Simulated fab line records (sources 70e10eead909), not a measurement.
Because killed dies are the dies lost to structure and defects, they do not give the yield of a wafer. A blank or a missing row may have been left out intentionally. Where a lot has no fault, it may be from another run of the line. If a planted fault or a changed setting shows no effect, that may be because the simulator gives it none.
fab line records + flow nandHarc
record
- lots=7
- wafers=21
- lastDay=33
route steps=1302 shown A_CHANNEL_FILL_D1@515 A_DECK1_JOINT@518 END@1302
lots with no fault: from the same line, run without faults
startH: start of the lot's first displayed wafer, in hours after the record's first day + waitH: hours elapsed since this lot's preceding step + " repeats the value in the row above + L1.1+2: a row that stands for several wafers + - either no value or no given start + * or withheld: withheld + < > ~ a bound
route shown NAME@n: NAME is a module with steps in the file, n the number in the route of the first one + usual: mean and standard deviation over wafers with no fault + same: alike in all rows + chamber/n: place in a boat + sites: the reading at each site + _std_site: the standard deviation of these + _edge_site: outer sites' mean less inner sites' + radiusMm: for every site, how far away it sits from the centre of the wafer + mask NAME#n: copy n + behind: the most recent tool/chamber to have shaped the wafer + hold: what put the lot on hold/how long, in hours/how the hold closed + device: the n, p or np transistor that did not switch + end of line: the same wafers' tests at the end of the route + where a step has no rows: the recipe by itself + killed: dies lost to structure and defects at the first sort, not the wafer's yield + map: a wafer's dies, marking killed ones x, the rest . and places with no die _
set.NAME: the setting that was run; set.NAME@STEP: the one run at that earlier step + model.NAME: the simulator's own value behind a step, which no gauge read
a table for each step, a row for each wafer; lots at some steps of the route
services: from which hour (startH, from the record's first day; less than 0 if before it) a tool's chamber was out of use, for how many hours, and why
## steps
# step NHARC_A_CHANNEL_FILL_D1_SRD_12
# step NHARC_A_CHANNEL_FILL_D1_INSPECT_13
# usual
- rawDefectCount=314/110
| lot.wafer | tool             | chamber | startH | waitH | rawDefectCount |
|-----------|------------------|---------|--------|-------|----------------|
| L794.1    | defectInspect-01 | -       | 326.30 | 0.0   | 514            |
| L794.4    | "                | -       | "      | "     | 714            |
| L794.6    | "                | -       | "      | "     | 410            |
| L795.1    | defectInspect-02 | -       | 329.93 | 0.0   | 200            |
| L795.2    | "                | -       | "      | "     | 333            |
| L795.4    | "                | -       | "      | "     | 305            |
| L796.1    | defectInspect-02 | -       | 354.18 | 0.0   | 242            |
| L796.4    | "                | -       | "      | "     | 332            |
| L796.6    | "                | -       | "      | "     | 295            |
| L799.1    | defectInspect-02 | -       | 378.91 | 0.0   | 404            |
| L799.4    | "                | -       | "      | "     | 356            |
| L799.5    | "                | -       | "      | "     | 233            |
| L801.1    | defectInspect-01 | -       | 398.58 | 0.0   | 439            |
| L801.2    | "                | -       | "      | "     | 373            |
| L801.6    | "                | -       | "      | "     | 465            |
| L802.1    | defectInspect-02 | -       | 411.05 | 0.0   | 328            |
| L802.3    | "                | -       | "      | "     | 266            |
| L802.4    | "                | -       | "      | "     | 220            |
| L806.1    | defectInspect-02 | -       | 446.52 | 0.0   | 161            |
| L806.2    | "                | -       | "      | "     | 174            |
| L806.6    | "                | -       | "      | "     | 216            |
# step NHARC_A_DECK1_JOINT_ETCHBACK_07
# recipe
- targetDepthA=1050
- timeS=26.9
- hbrFlowSccm=150
- rfW=350
- icpW=350
- biasW=60
- chemistry=HBr
# usual
- drypumpMotorCurrentA=6.0/0.45
- oesProductAu=1.003/0.01
- throttleValvePct=23.266/0.0092
| lot.wafer | tool     | chamber | startH | waitH | drypumpMotorCurrentA | oesProductAu | rfHoursCounterH | throttleValvePct |
|-----------|----------|---------|--------|-------|----------------------|--------------|-----------------|------------------|
| L794.1    | rieSi-05 | 3       | 326.37 | 0.1   | 6.8                  | 1.003        | 0.0             | 23.258           |
| L794.4    | "        | 0       | "      | "     | 6.1                  | 0.977        | 0.1             | 23.253           |
| L794.6    | "        | 3       | "      | "     | 6.8                  | 1.004        | -               | 23.260           |
| L795.2    | rieSi-06 | 1       | 330.00 | 0.1   | 6.2                  | 1.002        | 0.5             | 23.254           |
| L795.4    | "        | 2       | "      | "     | 5.3                  | 1.005        | 0.5             | 23.260           |
| L795.1    | "        | 3       | "      | "     | 6.2                  | 0.986        | 0.5             | 23.263           |
| L796.4    | rieSi-06 | 3       | 354.24 | 0.1   | 6.3                  | 1.008        | 0.6             | 23.276           |
| L796.1    | "        | 0       | "      | "     | 5.1                  | 1.023        | 0.6             | 23.272           |
| L796.6    | "        | 0       | "      | "     | 5.1                  | 1.016        | -               | 23.277           |
| L799.4    | rieSi-06 | 3       | 379.00 | 0.1   | 6.3                  | 0.993        | 0.9             | 23.271           |
| L799.1    | "        | 0       | "      | "     | 5.1                  | 1.014        | 0.8             | 23.268           |
| L799.5    | "        | 1       | "      | "     | 6.2                  | 1.002        | -               | 23.263           |
| L801.1    | rieSi-01 | 0       | 398.66 | 0.1   | 6.2                  | 1.005        | 0.0             | 23.253           |
| L801.2    | "        | 2       | "      | "     | 6.2                  | 0.998        | 0.1             | 23.268           |
| L801.6    | "        | 3       | "      | "     | 5.8                  | 1.004        | -               | 23.255           |
| L802.4    | rieSi-01 | 0       | 411.11 | 0.1   | 6.2                  | 1.003        | 0.1             | 23.257           |
| L802.1    | "        | 1       | "      | "     | 6.4                  | 1.004        | 0.1             | 23.266           |
| L802.3    | "        | 3       | "      | "     | 5.7                  | 1.014        | 0.1             | 23.279           |
| L806.1    | rieSi-01 | 1       | 446.59 | 0.1   | 6.4                  | 1.006        | 0.4             | 23.266           |
| L806.2    | "        | 2       | "      | "     | 6.2                  | 1.002        | 0.3             | 23.274           |
| L806.6    | "        | 0       | "      | "     | 6.2                  | 1.005        | -               | 23.262           |
# step NHARC_A_DECK1_JOINT_ETCH_25
# recipe
- targetDepthA=5
- chemistry=dHF
- material=SiO2
# step NHARC_A_DECK1_JOINT_ETCH_19
# recipe
- tempC=25
- targetDepthA=30
- chemistry=TMAH
- material=poly-Si
# step NHARC_A_DECK1_JOINT_ETCH_18
# recipe
- targetDepthA=30
- chemistry=dHF
- material=SiO2
# step NHARC_A_DECK1_JOINT_WET_08
# recipe
- tempC=160
- timeS=86
- chemistry=H3PO4
# step NHARC_A_DECK1_JOINT_ETCH_09
# recipe
- targetDepthA=50
- chemistry=dHF
- material=SiO2
# step NHARC_A_DECK1_JOINT_WET_10
# recipe
- tempC=160
- timeS=86
- chemistry=H3PO4
# step NHARC_A_DECK1_JOINT_ETCH_11
# recipe
- targetDepthA=350
- chemistry=dHF
- material=SiO2
# step NHARC_A_DECK1_JOINT_CVD_12
# recipe
- targetThkA=900
- tempC=620
- pressureMtorr=200
- timeS=1800
- material=poly-Si
# usual
- pressureMtorr=200.0/0.35
- runLengthS=1801.3/0.47
- spikeTcCentreC=620.3/1.3
| lot.wafer | tool         | chamber | startH | waitH | pressureMtorr | runLengthS | spikeTcCentreC |
|-----------|--------------|---------|--------|-------|---------------|------------|----------------|
| L794.1    | lpcvdPoly-02 | -       | 340.44 | 2.6   | -             | -          | -              |
| L794.4    | "            | -       | "      | "     | -             | -          | -              |
| L794.6    | "            | -       | "      | "     | -             | -          | -              |
| L795.1    | lpcvdPoly-02 | -       | 340.44 | 2.5   | -             | -          | -              |
| L795.2    | "            | -       | "      | "     | -             | -          | -              |
| L795.4    | "            | -       | "      | "     | -             | -          | -              |
| L796.1    | lpcvdPoly-02 | -       | 361.68 | 2.6   | -             | -          | -              |
| L796.4    | "            | -       | "      | "     | -             | -          | -              |
| L796.6    | "            | -       | "      | "     | -             | -          | -              |
| L799.1    | lpcvdPoly-04 | 0       | 386.24 | 2.4   | 199.9         | 1801.3     | 620.6          |
| L799.4    | "            | 0       | "      | "     | 200.4         | 1801.3     | 619.3          |
| L799.5    | "            | 0       | "      | "     | 199.4         | 1801.3     | 617.5          |
| L801.1    | lpcvdPoly-02 | 0       | 406.09 | 2.6   | 199.6         | 1800.9     | 620.5          |
| L801.2    | "            | 0       | "      | "     | 200.1         | 1800.9     | 621.8          |
| L801.6    | "            | 0       | "      | "     | 199.6         | 1800.9     | 619.8          |
| L802.1    | lpcvdPoly-02 | 0       | 418.55 | 2.6   | 200.5         | 1801.1     | 621.1          |
| L802.3    | "            | 0       | "      | "     | 199.9         | 1801.1     | 621.7          |
| L802.4    | "            | 0       | "      | "     | 200.0         | 1801.1     | 621.6          |
| L806.1    | lpcvdPoly-03 | 0       | 455.12 | 3.7   | 200.0         | 1801.9     | 617.8          |
| L806.2    | "            | 0       | "      | "     | 200.0         | 1801.9     | 621.3          |
| L806.6    | "            | 0       | "      | "     | 200.2         | 1801.9     | 618.2          |
# step NHARC_A_DECK1_JOINT_CMP_13
# recipe
- targetThkNm=51.023
# usual
- motorCurrentA=11.9/0.98
- timeToEndpointS=9.0/2.7
| lot.wafer | tool   | chamber | startH | waitH | motorCurrentA | timeToEndpointS |
|-----------|--------|---------|--------|-------|---------------|-----------------|
| L795.2    | cmp-02 | 0       | 343.32 | 0.4   | 11.6          | -               |
| L795.4    | "      | 1       | "      | "     | 12.2          | -               |
| L795.1    | "      | 3       | "      | "     | 12.5          | -               |
| L794.1    | cmp-04 | 1       | 343.34 | 0.4   | 10.5          | -               |
| L794.4    | "      | 3       | "      | "     | 13.7          | -               |
| L794.6    | "      | 0       | "      | "     | 12.1          | -               |
| L796.4    | cmp-04 | 2       | 364.56 | 0.4   | 14.3          | -               |
| L796.1    | "      | 3       | "      | "     | 13.0          | -               |
| L796.6    | "      | 2       | "      | "     | 12.8          | -               |
| L799.1    | cmp-01 | 0       | 389.09 | 0.4   | 12.4          | 9.8             |
| L799.4    | "      | 1       | "      | "     | 11.2          | 10.2            |
| L799.5    | "      | 0       | "      | "     | 11.7          | 10.6            |
| L801.2    | cmp-01 | 2       | 408.98 | 0.4   | 11.0          | 9.9             |
| L801.1    | "      | 0       | "      | "     | 12.2          | 5.9             |
| L801.6    | "      | 3       | "      | "     | 11.9          | 7.8             |
| L802.1    | cmp-02 | 3       | 421.40 | 0.4   | 12.8          | 4.9             |
| L802.3    | "      | 1       | "      | "     | 12.2          | 10.2            |
| L802.4    | "      | 2       | "      | "     | 10.7          | 4.5             |
| L806.2    | cmp-02 | 0       | 458.03 | 0.4   | 12.2          | 3.8             |
| L806.1    | "      | 2       | "      | "     | 11.7          | 5.0             |
| L806.6    | "      | 0       | "      | "     | 11.9          | 4.7             |
# step NHARC_A_DECK1_JOINT_SRD_04
# step NHARC_END_SORT_01
# recipe
- tempC=25
# usual
- killedAtArray=59/20
- killedAtOther=0.8/1
- killedAtPeriphery=3.2/2.1
- killedDies=63/21
- killedOpen=3.0/1.9
- killedShort=2.3/1.5
# same
- grossDies=677
| lot.wafer | tool      | chamber | startH | waitH | killedAtArray | killedAtOther | killedAtPeriphery | killedDies | killedOpen | killedShort |
|-----------|-----------|---------|--------|-------|---------------|---------------|-------------------|------------|------------|-------------|
| L795.1    | prober-01 | 0       | 652.70 | 2.5   | 672           | 3             | 2                 | 677        | 2          | 3           |
| L795.2    | prober-01 | 0       | 653.49 | 2.8   | 670           | 1             | 6                 | 677        | 4          | 2           |
| L795.4    | prober-01 | 0       | 655.07 | 3.4   | 672           | 0             | 5                 | 677        | 3          | 0           |
| L794.1    | prober-02 | 0       | 662.65 | 2.5   | 672           | 1             | 4                 | 677        | 4          | 0           |
| L794.4    | prober-02 | 0       | 665.06 | 3.4   | 669           | 1             | 7                 | 677        | 3          | 2           |
| L794.6    | prober-02 | 0       | 666.67 | 4.0   | 675           | 1             | 1                 | 677        | 0          | 3           |
| L796.1    | prober-01 | 0       | 685.88 | 2.5   | 673           | 0             | 4                 | 677        | 5          | 4           |
| L796.4    | prober-01 | 0       | 688.25 | 3.4   | 677           | 0             | 0                 | 677        | 4          | 4           |
| L796.6    | prober-01 | 0       | 689.84 | 4.0   | 672           | 0             | 5                 | 677        | 3          | 1           |
# killed by level:class
L795.1 A_DECK1_JOINT:areaCvd=639 A_CHANNEL_HOLE_D2:chamberFilmFlake=10 A_CHANNEL_HOLE_D1:chamberFilmFlake=6 A_CONTACT:chamberFilmFlake=4 A_STAIRCASE:chamberFilmFlake=3 A_SLIT:chamberFilmFlake=3 THIN_TSV:chamberFilmFlake=3 P_CONTACT:geometricParticle:open=1
L795.2 A_DECK1_JOINT:areaCvd=643 A_CHANNEL_HOLE_D2:chamberFilmFlake=11 A_CHANNEL_HOLE_D1:chamberFilmFlake=6 A_STAIRCASE:chamberFilmFlake=3 P_GATE:chamberFilmFlake=2 P_BONDPAD:chamberFilmFlake=2 A_WL_FILL:chamberFilmFlake=2 P_CONTACT:geometricParticle:open=1
L795.4 A_DECK1_JOINT:areaCvd=635 A_CHANNEL_HOLE_D2:chamberFilmFlake=17 A_CONTACT:chamberFilmFlake=5 A_CHANNEL_HOLE_D1:chamberFilmFlake=4 P_BONDPAD:chamberFilmFlake=3 A_STAIRCASE:chamberFilmFlake=3 A_BONDPAD:chamberFilmFlake=3 P_CONTACT:geometricParticle:open=1
L794.1 A_DECK1_JOINT:areaCvd=606 A_SLIT:chamberFilmFlake=26 A_CHANNEL_HOLE_D1:chamberFilmFlake=17 A_CHANNEL_HOLE_D2:chamberFilmFlake=13 A_CONTACT:chamberFilmFlake=4 P_M2:chamberFilmFlake=3 A_STAIRCASE:chamberFilmFlake=3 A_BLC:geometricParticle:open=2
L794.4 A_DECK1_JOINT:areaCvd=602 A_SLIT:chamberFilmFlake=31 A_CHANNEL_HOLE_D1:chamberFilmFlake=24 A_CHANNEL_HOLE_D2:chamberFilmFlake=6 P_M0:geometricParticle:open=2 P_M2:chamberFilmFlake=2 A_CONTACT:chamberFilmFlake=2 P_CONTACT:geometricParticle:short=1
L794.6 A_DECK1_JOINT:areaCvd=610 A_CHANNEL_HOLE_D1:chamberFilmFlake=23 A_SLIT:chamberFilmFlake=23 A_CHANNEL_HOLE_D2:chamberFilmFlake=10 A_DECK1_JOINT:chamberFilmFlake=4 A_DECK1_JOINT:geometricParticle:short=1 A_CHANNEL_FILL_D2:geometricParticle:short=1 A_BLC:geometricParticle:short=1
L796.1 A_DECK1_JOINT:areaCvd=608 A_SLIT:chamberFilmFlake=28 A_CONTACT:chamberFilmFlake=11 A_CHANNEL_HOLE_D1:chamberFilmFlake=8 A_SGD_CUT:chamberFilmFlake=5 A_CHANNEL_HOLE_D2:chamberFilmFlake=2 A_STAIRCASE:chamberFilmFlake=2 A_WL_FILL:chamberFilmFlake=2
L796.4 A_DECK1_JOINT:areaCvd=607 A_SLIT:chamberFilmFlake=35 A_CONTACT:chamberFilmFlake=10 A_CHANNEL_HOLE_D1:chamberFilmFlake=7 A_SGD_CUT:chamberFilmFlake=5 A_ONON_D1:geometricParticle:open=3 A_STAIRCASE:chamberFilmFlake=3 A_M0:geometricParticle:short=2
L796.6 A_DECK1_JOINT:areaCvd=612 A_SLIT:chamberFilmFlake=33 A_CONTACT:chamberFilmFlake=8 A_CHANNEL_HOLE_D1:chamberFilmFlake=4 A_STAIRCASE:chamberFilmFlake=4 A_CHANNEL_HOLE_D2:chamberFilmFlake=3 P_ZERO_WELL:chamberFilmFlake=2 P_STI:chamberFilmFlake=2
# map L794.1 (x killed, . not)
____________x____________
_________xxxxxxx_________
_______xxxxxxxxxxx_______
______xxxxxxxxxxxxx______
_____xxxxxxxxxxxxxxx_____
____xxxxxxxxxxxxxxxxx____
____xxxxxxxxxxxxxxxxx____
___xxxxxxxxxxxxxxxxxxx___
___xxxxxxxxxxxxxxxxxxx___
__xxxxxxxxxxxxxxxxxxxxx__
__xxxxxxxxxxxxxxxxxxxxx__
_xxxxxxxxxxxxxxxxxxxxxxx_
_xxxxxxxxxxxxxxxxxxxxxxx_
_xxxxxxxxxxxxxxxxxxxxxxx_
_xxxxxxxxxxxxxxxxxxxxxxx_
_xxxxxxxxxxxxxxxxxxxxxxx_
xxxxxxxxxxxxxxxxxxxxxxxxx
xxxxxxxxxxxxxxxxxxxxxxxxx
xxxxxxxxxxxxxxxxxxxxxxxxx
xxxxxxxxxxxxxxxxxxxxxxxxx
xxxxxxxxxxxxxxxxxxxxxxxxx
_xxxxxxxxxxxxxxxxxxxxxxx_
_xxxxxxxxxxxxxxxxxxxxxxx_
_xxxxxxxxxxxxxxxxxxxxxxx_
_xxxxxxxxxxxxxxxxxxxxxxx_
_xxxxxxxxxxxxxxxxxxxxxxx_
__xxxxxxxxxxxxxxxxxxxxx__
__xxxxxxxxxxxxxxxxxxxxx__
___xxxxxxxxxxxxxxxxxxx___
___xxxxxxxxxxxxxxxxxxx___
____xxxxxxxxxxxxxxxxx____
____xxxxxxxxxxxxxxxxx____
_____xxxxxxxxxxxxxxx_____
______xxxxxxxxxxxxx______
_______xxxxxxxxxxx_______
_________xxxxxxx_________
____________x____________
# map L795.1 (x killed, . not)
____________x____________
_________xxxxxxx_________
_______xxxxxxxxxxx_______
______xxxxxxxxxxxxx______
_____xxxxxxxxxxxxxxx_____
____xxxxxxxxxxxxxxxxx____
____xxxxxxxxxxxxxxxxx____
___xxxxxxxxxxxxxxxxxxx___
___xxxxxxxxxxxxxxxxxxx___
__xxxxxxxxxxxxxxxxxxxxx__
__xxxxxxxxxxxxxxxxxxxxx__
_xxxxxxxxxxxxxxxxxxxxxxx_
_xxxxxxxxxxxxxxxxxxxxxxx_
_xxxxxxxxxxxxxxxxxxxxxxx_
_xxxxxxxxxxxxxxxxxxxxxxx_
_xxxxxxxxxxxxxxxxxxxxxxx_
xxxxxxxxxxxxxxxxxxxxxxxxx
xxxxxxxxxxxxxxxxxxxxxxxxx
xxxxxxxxxxxxxxxxxxxxxxxxx
xxxxxxxxxxxxxxxxxxxxxxxxx
xxxxxxxxxxxxxxxxxxxxxxxxx
_xxxxxxxxxxxxxxxxxxxxxxx_
_xxxxxxxxxxxxxxxxxxxxxxx_
_xxxxxxxxxxxxxxxxxxxxxxx_
_xxxxxxxxxxxxxxxxxxxxxxx_
_xxxxxxxxxxxxxxxxxxxxxxx_
__xxxxxxxxxxxxxxxxxxxxx__
__xxxxxxxxxxxxxxxxxxxxx__
___xxxxxxxxxxxxxxxxxxx___
___xxxxxxxxxxxxxxxxxxx___
____xxxxxxxxxxxxxxxxx____
____xxxxxxxxxxxxxxxxx____
_____xxxxxxxxxxxxxxx_____
______xxxxxxxxxxxxx______
_______xxxxxxxxxxx_______
_________xxxxxxx_________
____________x____________
## services
| tool     | chamber | startH | hours | kind   |
|----------|---------|--------|-------|--------|
| rieSi-05 | -       | 305.00 | 9.0   | pm     |
| cmp-04   | -       | 308.03 | 4.0   | pm     |
| cmp-01   | -       | 309.13 | 5.1   | repair |
| rieSi-06 | -       | 311.24 | 0.1   | repair |
| cmp-01   | -       | 323.73 | 0.8   | repair |
| cmp-04   | -       | 327.57 | 5.5   | repair |
| cmp-02   | -       | 330.50 | 4.0   | pm     |
| rieSi-06 | 2       | 338.28 | 10.8  | repair |
| cmp-01   | -       | 344.99 | 2.0   | repair |
| cmp-02   | -       | 348.89 | 0.8   | repair |
| rieSi-01 | 3       | 356.32 | 8.6   | repair |
| rieSi-01 | -       | 370.00 | 9.0   | pm     |
| cmp-04   | -       | 374.40 | 5.8   | repair |
| cmp-01   | -       | 381.50 | 4.0   | pm     |
| rieSi-06 | 0       | 396.75 | 7.0   | repair |
| cmp-04   | -       | 406.03 | 4.0   | pm     |
| rieSi-01 | 1       | 414.65 | 3.0   | repair |
| rieSi-01 | 3       | 416.44 | 7.2   | repair |
| rieSi-01 | 0       | 424.27 | 4.4   | repair |
| rieSi-06 | -       | 426.00 | 9.0   | pm     |
| cmp-02   | -       | 428.50 | 4.0   | pm     |
| cmp-04   | -       | 431.00 | 0.3   | repair |
| cmp-01   | -       | 446.67 | 4.7   | repair |
| rieSi-06 | 2       | 456.28 | 1.3   | repair |
## key
firstSign
- step=NHARC_A_DECK1_JOINT_CVD_12
- reading=toolRecord
- direction=missing
effect
- step=NHARC_END_SORT_01
- reading=killedAtArray
- direction=up
- sigmas=30
- usual=59
- struck=672
moreKillsBornAt
- NHARC_A_DECK1_JOINT_CVD_12@lpcvdPoly-02=5562
metAt NHARC_A_DECK1_JOINT_CVD_12
struckWafers L794.1,L794.4,L794.6,L795.1,L795.2,L795.4,L796.1,L796.4,L796.6
laterRowsLeftOut L794.1,L794.4,L794.6,L795.1,L795.2,L795.4,L796.1,L796.4,L796.6
testerLeftOut L794,L795,L796
fault
- kind=skippedStepWhole
- tool=lpcvdPoly-02
- chamber=-
- onsetH=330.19
- steps=NHARC_A_DECK1_JOINT_CVD_12
- scope=struckLotsOnly
# testerLeftOut: of these lots the tester's yield and bins aren't shown, on N5 and GAA mostly nor the transistor test; their killed dies are dies lost to structure and defects alone, not to doping, threshold or leakage, so they don't give the yield
# laterRowsLeftOut: the simulator's readings of these wafers behind a module that went badly wrong aren't trusted and aren't shown, but for the sort
